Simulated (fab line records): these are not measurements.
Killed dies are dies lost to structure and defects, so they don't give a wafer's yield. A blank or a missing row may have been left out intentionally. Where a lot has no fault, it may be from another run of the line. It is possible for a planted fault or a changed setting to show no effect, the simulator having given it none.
Comparing a struck lot with a sound one | flow nand_harc | 15 out of 1159 route steps
Sound: these wafers, L782.4, L782.5, L782.6. Struck: wafers L791.2, L791.3, L791.4. Last of all comes the cause.
Each step with rows lists, per side, the tool, then ch with its chambers, then its first start. Under that, the readings that differ: sound wafers | struck wafers | difference of the means | sigmas: that difference in standard deviations of wafers without a fault.
alike: a reading whose means differ by less than 2 such deviations, as well as words and numbers matching on both sides. not compared: withheld readings; readings where some wafer has no value; bounds like >300 that might hide an equal value; numbers whose values overlap and for which the record gives no deviation.
A row with sigmas, a row that says differs or no value, or rows on one side alone: a step with any of these is where the two part. Numbers that don't overlap but have no deviation are shown without sigmas and don't part them. Lack of a reading on every wafer of one side parts them only where that side has two or more wafers.

NHARC_A_CONTACT_OVL_MEAS_43:
  sound on overlay-02, day 16 09:58; struck on overlay-02, day 18 18:39
  alike: overlay_x_nm, overlay_y_nm
NHARC_A_CONTACT_INSPECT_44:
  sound on defect_inspect-02, day 16 10:00; struck on defect_inspect-02, day 18 18:41
  alike: raw_defect_count
NHARC_A_CONTACT_DESCUM_47: chemistry O2, time 3 s.
  sound on rie_diel-13 ch 0,1,3, day 16 10:08; struck on rie_diel-13 ch 0,1,3, day 18 18:45
  reading      | sound          | struck         | difference | sigmas
  rf_vpp_V (V) | 59.4 58.6 59.1 | 57.1 55.4 57.1 | -2.5       | -3
  alike: drypump_motor_current_A, oes_product_au, showerhead_plenum_p_Torr, throttle_valve_pct
  not compared: rf_hours_counter_h
then, 2 steps without rows for these wafers: NHARC_A_CONTACT_ETCH_48 (etches the open film in CF4, target depth 39 nm, time 65 s); NHARC_A_CONTACT_ETCH_49 (etches the open film in N2/H2, target depth 260 nm, time 475.3 s).
NHARC_A_CONTACT_ETCH_50: etches the open film in CF4/CHF3, target depth 84.7 nm, time 42.4 s.
  sound on rie_diel-13 ch 0,3; struck on rie_diel-13 ch 0,1,3
  alike: bias_w, cf4_flow_sccm, drypump_motor_current_A, oes_product_au, rf_fwd_power_W, rf_vpp_V, showerhead_plenum_p_Torr, throttle_valve_pct
  not compared: rf_hours_counter_h
then, 1 step without rows for these wafers: NHARC_A_CONTACT_ETCH_51 (etches the open film in O2/COS, target depth 3600 nm, time 936 s).
NHARC_A_CONTACT_ETCH_111: etches the open film in C4F8/O2/Ar, time 140 s, target depth 700 nm.
  sound on har_cap_etch-03 ch 0,1, day 16 11:29; struck on har_cap_etch-02 ch 0,1, day 18 20:01
  alike: chamber_pressure_mTorr, oes_air_line_au
  not compared: rf_hours_counter_h
then, 2 steps without rows for these wafers: NHARC_A_CONTACT_ETCH_112 (etches the open film in C4F8/O2/Ar, time 94 s, target depth 922 nm); NHARC_A_CONTACT_ETCH_113 (etches the open film in C4F8/O2/Ar, time 94 s, target depth 922 nm).
NHARC_A_CONTACT_ETCH_114: etches the open film in C4F8/O2/Ar, time 94 s, target depth 922 nm.
  sound on har_cap_etch-03 ch 0,1, day 16 11:49; struck on har_cap_etch-02 ch 0,1, day 18 20:23
  alike: chamber_pressure_mTorr, oes_air_line_au
  not compared: rf_hours_counter_h
then, 1 step without rows for these wafers: NHARC_A_CONTACT_ETCH_115 (etches the open film in C4F8/O2/Ar, time 94 s, target depth 922 nm).
NHARC_A_CONTACT_ETCH_116: etches the open film in C4F8/O2/Ar, time 94 s, target depth 922 nm.
  sound on har_cap_etch-03 ch 0,1, day 16 11:59; struck on har_cap_etch-02 ch 0,1, day 18 20:34
  no value came back on the struck wafers for chamber_pressure_mTorr (mTorr), oes_air_line_au (a.u.); on the sound wafers chamber_pressure_mTorr (mTorr) reads 20.005 19.985 19.993
  not compared: rf_hours_counter_h
NHARC_A_CONTACT_ETCH_117: etches the open film in C4F8/O2/Ar, time 94 s, target depth 922 nm.
  sound on har_cap_etch-03 ch 0,1, day 16 12:05; struck on har_cap_etch-02 ch 0,1, day 18 20:40
  alike: chamber_pressure_mTorr, oes_air_line_au
  not compared: rf_hours_counter_h
-- break in the record here, with 3 days between the starts of the struck wafers on either side (left off in module A_CONTACT, picked up again in module END, where the first step shown is number 1159 on the route) --
NHARC_END_SORT_01:
  sound on prober-02 ch 0, day 19 05:35; struck on prober-01 ch 0, day 22 02:41
  reading         | sound    | struck                                                               | difference                   | sigmas
  hold            | - - -    | await_dispo/2.3h/scrap await_dispo/2.3h/scrap await_dispo/2.3h/scrap | no value on the sound wafers |
  killed_at_array | 32 36 32 | 673 676 674                                                          | +641                         | +64
  killed_dies     | 33 39 40 | 677 677 677                                                          | +640                         | +58
  alike: killed_at_other, killed_at_periphery, killed_open, killed_short

WHERE THEY PART
Earliest at NHARC_A_CONTACT_DESCUM_47; latest, in this record, at NHARC_END_SORT_01.

WHY: what the simulator had put in
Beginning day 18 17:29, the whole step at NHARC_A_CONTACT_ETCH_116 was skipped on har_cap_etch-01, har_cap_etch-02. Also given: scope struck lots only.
